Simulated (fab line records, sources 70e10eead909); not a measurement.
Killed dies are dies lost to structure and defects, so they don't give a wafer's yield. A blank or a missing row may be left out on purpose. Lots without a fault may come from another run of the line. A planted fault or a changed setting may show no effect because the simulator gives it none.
Chamber matching | flow nand_harc | NHARC_A_STAIRCASE_DEP_322 on pecvd-01: 3 sister chambers
The step deposits SiO2, target thk 7200 nm. 14 wafers are shown with their chamber, then 7 later ones without.

WAFERS WITH THEIR CHAMBER
wafer  | chamber | heater_power_w (W)
L075.2 | 0       | 682
L075.3 | 2       | 646
L075.5 | 1       | 615
L077.3 | 2       | 752
L077.4 | 2       | 619
L077.5 | 1       | 591
L080.2 | 1       | 663
L080.4 | 2       | 619
L080.6 | 1       | 592
L085.1 | 1       | 678
L085.3 | 2       | 727
L085.6 | 0       | 587
L088.2 | 1       | 752
L088.5 | 2       | 620

SIGNATURES (means of the wafers above)
reading        | chamber 0 | chamber 1 | chamber 2 | scatter within a chamber
heater_power_w | 634.50    | 648.50    | 663.83    | 61.8
Rule: a wafer's distance from a chamber is the root of the sum, over the readings, of the square of ((its reading less the chamber's mean) divided by the reading's scatter). The wafer belongs to the nearest chamber; if the next one is less than 2 further off, it can't be placed. The scatter: the root of (the sum of the squares of (reading less its chamber's mean) over the shown wafers, divided by (wafers less chambers)).

WAFERS WITHOUT THEIR CHAMBER
wafer  | heater_power_w (W)
L088.6 | 606
L091.2 | 598
L091.4 | 595
L091.5 | 604
L097.1 | 682
L097.3 | 613
L097.6 | 613

WHICH CHAMBER EACH WENT THROUGH
wafer  | from the rows above          | in truth
L088.6 | can't be placed: 0 or 1 or 2 | 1
L091.2 | can't be placed: 0 or 1 or 2 | 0
L091.4 | can't be placed: 0 or 1 or 2 | 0
L091.5 | can't be placed: 0 or 1 or 2 | 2
L097.1 | can't be placed: 2 or 1 or 0 | 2
L097.3 | can't be placed: 0 or 1 or 2 | 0
L097.6 | can't be placed: 0 or 1 or 2 | 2
Placed correctly: 0 of 7. Can't be placed from these rows: 7 (the true chamber is among the candidates in 7). Placed wrongly: 0.
